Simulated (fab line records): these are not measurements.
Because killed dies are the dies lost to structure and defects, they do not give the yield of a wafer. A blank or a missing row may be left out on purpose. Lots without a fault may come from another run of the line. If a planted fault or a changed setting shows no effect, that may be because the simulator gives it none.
A lot that was struck, set against a sound lot | flow n5-finfet | 21 out of 1938 route steps
Sound: the wafers L356.2, L356.3, L356.4. The struck wafers were L365.4, L365.5, L365.6. At the end, the cause is stated.
Each step with rows lists, per side, the tool, then ch with its chambers, then its first start. Under that, the readings that differ: sound wafers | struck wafers | difference of the means | sigmas: that difference in standard deviations of wafers without a fault.
alike: same words and numbers on both sides, and readings whose means sit less than 2 such deviations apart. not compared: any withheld reading, any reading some wafer has no value for, any bound like >300 that may hide the same value, and any number with overlapping values for which the record gives no deviation.
A row with sigmas, a row that says differs or no value, or rows on one side alone: a step with any of these is where the two part. Numbers that have no deviation but don't overlap get no sigmas and don't part them. Lack of a reading on every wafer of one side parts them only where that side has two or more wafers.

first, 11 steps without rows for these wafers: N5_BEOL_M3_ETCH_74 (etches underlayer in N2/H2, target depth 6.5 nm, time 5.2 s); N5_BEOL_M3_ETCH_63 (etches SiARC in CF4, target depth 15.6 nm, time 26 s); N5_BEOL_M3_ETCH_64 (etches SOC in N2/H2, target depth 75 nm, overetch 15 nm, time 112.5 s); N5_BEOL_M3_STRIP_65 (strips in N2/H2); N5_BEOL_M3_STRIP_75 (strips in N2/H2); N5_BEOL_M3_STRIP_66 (strips in CF4); N5_BEOL_M3_HM_OPEN_17 (chemistry Cl2/BCl3, target TiN, target depth 20 nm, overetch 6 nm); N5_BEOL_M3_STRIP_19 (strips in O2); N5_BEOL_M3_COAT_67 (time 60 s, resist thk 60 nm); N5_BEOL_M3_COAT_68 (time 60 s, resist thk 12 nm); N5_BEOL_M3_COAT_76 (time 60 s, resist thk 5 nm).
N5_BEOL_M3_COAT_22: resist thk 30 nm.
  sound on litho-track-04 ch 0, day 11 00:11; struck on litho-track-04 ch 0, day 12 23:09
  reading                                      | sound                | struck               | difference | sigmas
  spin-speed-rpm (rpm)                         | 1500.7 1500.1 1502.7 | 1165.1 1164.7 1166.1 | -335.9     | -99 or more
  model.CAR-EUV_of_BEOL_M3_COAT_22.thk-nm (nm) | 30.2 30 30           | 34 34.2 34           | +4         |
  alike: exhaust-pa
then, 5 steps without rows for these wafers: N5_BEOL_M3_EBR_24; N5_BEOL_M3_SOFTBAKE_23 (time 60 s); N5_BEOL_M3_EXPOSE_25 (exposes mask V2, defocus 5 nm); N5_BEOL_M3_PEB_26 (peb time 60 s); N5_BEOL_M3_DEVELOP_27 (develop time 30 s).
N5_BEOL_M3_DESCUM_33: chemistry O2, time 7 s.
  sound on rie-diel-01 ch 0,1,3, day 11 00:44; struck on rie-diel-01 ch 1,2,3, day 12 23:41
  reading                                      | sound      | struck         | difference                    | sigmas
  rf-hours-counter-h (h)                       | 148 231 88 | - - -          | no value on the struck wafers |
  model.CAR-EUV_of_BEOL_M3_COAT_22.thk-nm (nm) | 26.2 26 26 | 30.2 30.2 30.2 | +4.1                          |
  alike: drypump-motor-current-A, oes-product-au, rf-fwd-power-W, rf-vpp-V, showerhead-plenum-p-Torr, throttle-valve-pct
then, 1 step without rows for these wafers: N5_BEOL_M3_ETCH_77 (etches underlayer in N2/H2, target depth 6.5 nm, time 5.2 s).
N5_BEOL_M4_RC_MEAS_101:
  sound on prober-02 ch 0, day 12 11:02; struck on prober-01 ch 0, day 14 20:24
  reading   | sound                | struck               | difference | sigmas
  VT_P (mV) | -245.7 -245.3 -245.2 | -251.9 -252.1 -250.9 | -6.2       | -2
  alike: DIBL_N, DIBL_P, IOFF_N, IOFF_P, ION_N, ION_P, SS_N, SS_P, VT_N
then, 1 step without rows for these wafers: N5_PASSIVATION_PROBE_49.

WHERE THEY PART
Earliest at N5_BEOL_M3_COAT_22; latest, in this record, at N5_BEOL_M4_RC_MEAS_101.

WHY: whatever the simulator had introduced
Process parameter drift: litho-track-04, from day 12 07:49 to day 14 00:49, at N5_BEOL_M3_COAT_22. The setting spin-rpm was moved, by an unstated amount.
